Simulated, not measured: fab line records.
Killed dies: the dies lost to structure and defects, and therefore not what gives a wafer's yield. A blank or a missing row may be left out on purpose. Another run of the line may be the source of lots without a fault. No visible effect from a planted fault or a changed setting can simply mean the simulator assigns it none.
A struck lot beside a sound one -- flow n5_finfet -- 36 steps out of a route of 1938
Sound: the wafers L310.2, L310.3, L310.6. Struck: wafer L303.6 (left out: L303.2, L303.3 of the same lot, which were not struck); the cause appears at the end.
At each step with rows: each side's tool, then ch and its chambers, then its first start. Under that, the readings that differ: sound wafers -- struck wafers -- difference of the means -- sigmas: that difference in standard deviations of wafers without a fault.
alike: a reading whose means differ by less than 2 such deviations, as well as words and numbers matching on both sides. not compared: withheld readings; readings where some wafer has no value; bounds like >300 that might hide an equal value; numbers whose values overlap and for which the record gives no deviation.
Wherever a step has rows on one side only, a row that says differs or no value, or a row with sigmas, the two part there. Numbers that have no deviation but don't overlap get no sigmas and don't part them. A reading that every wafer of one side lacks parts them only if that side has two wafers or more.

first, 9 steps without rows for these wafers: N5_SD_EPI_N_DEVELOP_08 (develop time 30 s); N5_SD_EPI_N_DESCUM_14 (chemistry O2, time 7.9 s); N5_SD_EPI_N_ETCH_34 (etches SiARC in CF4, target depth 45.5 nm, time 75.8 s); N5_SD_EPI_N_ETCH_35 (etches SOC in N2/H2, overetch 108 nm, time 486 s); N5_SD_EPI_N_STRIP_36 (strips in N2/H2); N5_SD_EPI_N_ETCHBACK_44 (etches SiNx in CH3F/O2, stops on SiO2, target depth 14.5 nm); N5_SD_EPI_N_ETCH_45 (etches SiOCN in CH3F/O2, target depth 6 nm); N5_SD_EPI_N_ETCH_16 (etches SiO2 in CHF3/O2, target depth 5 nm); N5_SD_EPI_N_STRIP_47 (strips in CHF3/O2).
N5_SD_EPI_N_SD_RECESS_17: chemistry HBr/Cl2/O2, target depth 41 nm, time 23.7 s, bt time 3 s.
  sound on rie_si-02 ch 1,2,3, day 7 10:05; struck on rie_si-01 ch 0, day 5 17:19
reading,sound,struck,difference,sigmas
model.etch.depth_nm (nm),40.5 40.97 40.95,48.24,+7.43,
model.SD_EPI_N.feature_depth_nm (nm),40.6 41 41,48.2,+7.3,
model.Si_of_WELL_APT_EPI_41.thk_nm (nm),9.2 8.2 9,4.4,-4.4,
  alike: drypump_motor_current_A, mfc_cl2_sccm, oes_o_777_au, oes_product_au, throttle_valve_pct
  not compared: rf_hours_counter_h
then, 2 steps without rows for these wafers: N5_SD_EPI_N_STRIP_38 (strips in N2/H2); N5_SD_EPI_N_WET_ETCH_43 (etches SiO2 in dHF, time 14 s, target depth 1.5 nm).
N5_SD_EPI_N_STRIP_18: strips in SPM, time 750 s.
  sound on wet_bench-03 ch 2,3,7, day 7 10:16; struck on wet_bench-03 ch 0, day 5 17:30
reading,sound,struck,difference,sigmas
model.Si_of_WELL_APT_EPI_41.thk_nm (nm),9 7.8 8.8,4,-5,
then, 21 steps without rows for these wafers: N5_SD_EPI_N_SRD_20 (time 30 s); N5_SD_EPI_N_PRECLEAN_48 (cleans in NF3:NH3, afs cycles 2, time 20 s, sublimation time 60 s); N5_SD_EPI_N_VAPOR_ETCH_50 (etches Si in HCl, time 54 s); N5_SD_EPI_N_EPI_21 (deposits Si:P, time 690 s); N5_SD_EPI_N_PRECLEAN_24 (cleans in O3/DIW, time 60 s); N5_SD_EPI_N_SRD_25 (time 30 s); N5_SD_EPI_N_PRECLEAN_49 (cleans in NF3:NH3, afs cycles 1, time 20 s, sublimation time 60 s); N5_SD_EPI_N_LINER_46 (material SiNx, target thk 3 nm); N5_SD_EPI_P_COAT_34 (time 60 s, resist thk 350 nm); N5_SD_EPI_P_COAT_35 (time 60 s, resist thk 35 nm); N5_SD_EPI_P_COAT_03 (resist thk 150 nm); N5_SD_EPI_P_EBR_05; N5_SD_EPI_P_SOFTBAKE_04 (time 60 s); N5_SD_EPI_P_EXPOSE_06 (exposes mask SD P BLK, target cd 240 nm); N5_SD_EPI_P_PEB_07 (peb time 60 s); N5_SD_EPI_P_DEVELOP_08 (develop time 30 s); N5_SD_EPI_P_DESCUM_14 (chemistry O2, time 7.9 s); N5_SD_EPI_P_ETCH_36 (etches SiARC in CF4, target depth 45.5 nm, time 75.8 s); N5_SD_EPI_P_ETCH_37 (etches SOC in N2/H2, overetch 108 nm, time 486 s); N5_SD_EPI_P_STRIP_38 (strips in N2/H2); N5_SD_EPI_P_ETCHBACK_46 (etches SiNx in CH3F/O2, stops on SiO2, target depth 17.5 nm).
-- a jump in the record: the struck wafers' starts before and after are 6 days apart (it breaks off in module SD_EPI_P and resumes in module BEOL_M4, where the first step shown is number 1111 of the route) --
N5_BEOL_M4_RC_MEAS_101:
  sound on prober-02 ch 0, day 13 11:48; struck on prober-02 ch 0, day 11 11:22
reading,sound,struck,difference,sigmas
CJ_N,4.30 4.36 4.36,4.81,+0.47,+8
DIBL_N (mV/V),35.6 35.3 35.7,43.4,+7.9,+7
IOFF_N (nA/um),0.152 0.155 0.159,0.631,+0.476,+24
IOFF_N_85C (nA/um),3.0 3.1 3.1,9.9,+6.8,+21
IOFF_N_LIN (nA/um),0.071 0.073 0.072,0.088,+0.016,+2
SS_N (mV/dec),71.9 71.9 71.7,82.0,+10.2,+23
  alike: DIBL_P, IOFF_P, ION_N, ION_P, SS_P, VT_N, VT_P
-- record jumps: 4 days separate the struck wafers' starts on either side; left off in module BEOL_M4, taken up again in module PASSIVATION, whose first shown step is the route's number 1936 --
N5_PASSIVATION_PROBE_49:
  struck on prober-02, day 15 18:03; sound on prober-01, day 17 22:40
reading,sound,struck,difference,sigmas
sort_bin_4_leakage (%),0 0 0,82.63,+82.63,
sort_n_pass,1068 1075 1055,99,-967,-60
sort_yield_pct (%),90.5 91.1 89.4,8.4,-81.9,-59
  alike: defect_limited_yield, killed_at_M0_to_M3, killed_at_M4_up, killed_at_contacts, killed_at_front_end, killed_at_other, killed_dies, killed_open, killed_short, sort_bin_5_function, sort_bin_6_memory

== WHERE THEY PART ==
Last at N5_PASSIVATION_PROBE_49 as far as this record goes, first at N5_BEOL_M4_RC_MEAS_101.

WHY: whatever the simulator had introduced
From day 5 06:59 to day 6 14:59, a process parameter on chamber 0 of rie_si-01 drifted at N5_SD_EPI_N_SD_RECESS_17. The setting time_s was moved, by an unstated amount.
